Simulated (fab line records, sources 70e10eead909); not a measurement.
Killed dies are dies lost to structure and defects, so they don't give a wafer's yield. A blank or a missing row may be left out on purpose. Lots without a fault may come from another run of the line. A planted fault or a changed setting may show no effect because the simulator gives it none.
Chamber matching | flow nand_harc | NHARC_P_CONTACT_ETCH_35 on rie_diel-08: 4 sister chambers
The step etches the open film in CF4, target depth 39 nm, time 65 s. 4 wafers are shown with their chamber, then 7 later ones without.

WAFERS WITH THEIR CHAMBER
wafer  | chamber | drypump_motor_current_A (A)
L086.2 | 1       | 5.1
L086.6 | 0       | 6.0
L092.1 | 2       | 5.3
L092.2 | 3       | 5.7

WAFERS WITHOUT THEIR CHAMBER
wafer  | drypump_motor_current_A (A)
L092.5 | 5.3
L094.2 | 5.2
L094.4 | 5.1
L094.5 | 5.7
L097.1 | 6.0
L097.2 | 5.1
L097.5 | 5.7

WHICH CHAMBER EACH WENT THROUGH
wafer  | from the rows above     | in truth
L092.5 | 2                       | 2
L094.2 | can't be placed: 2 or 1 | 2
L094.4 | 1                       | 1
L094.5 | 3                       | 3
L097.1 | 0                       | 0
L097.2 | 1                       | 1
L097.5 | 3                       | 3
Placed correctly: 6 of 7. Can't be placed from these rows: 1 (the true chamber is among the candidates in 1). Placed wrongly: 0.
How it was worked out, from the rows above alone: a wafer's distance from a chamber is the root of the sum, over the readings, of the square of ((its reading less the chamber's mean) divided by the reading's scatter). The wafer belongs to the nearest chamber; if the next one is less than 2 further off, it can't be placed. A chamber's mean is the mean of its shown wafers. The scatter: with one shown wafer a chamber, the root of the mean of the squares of how far each hidden wafer lies from its nearest shown one.
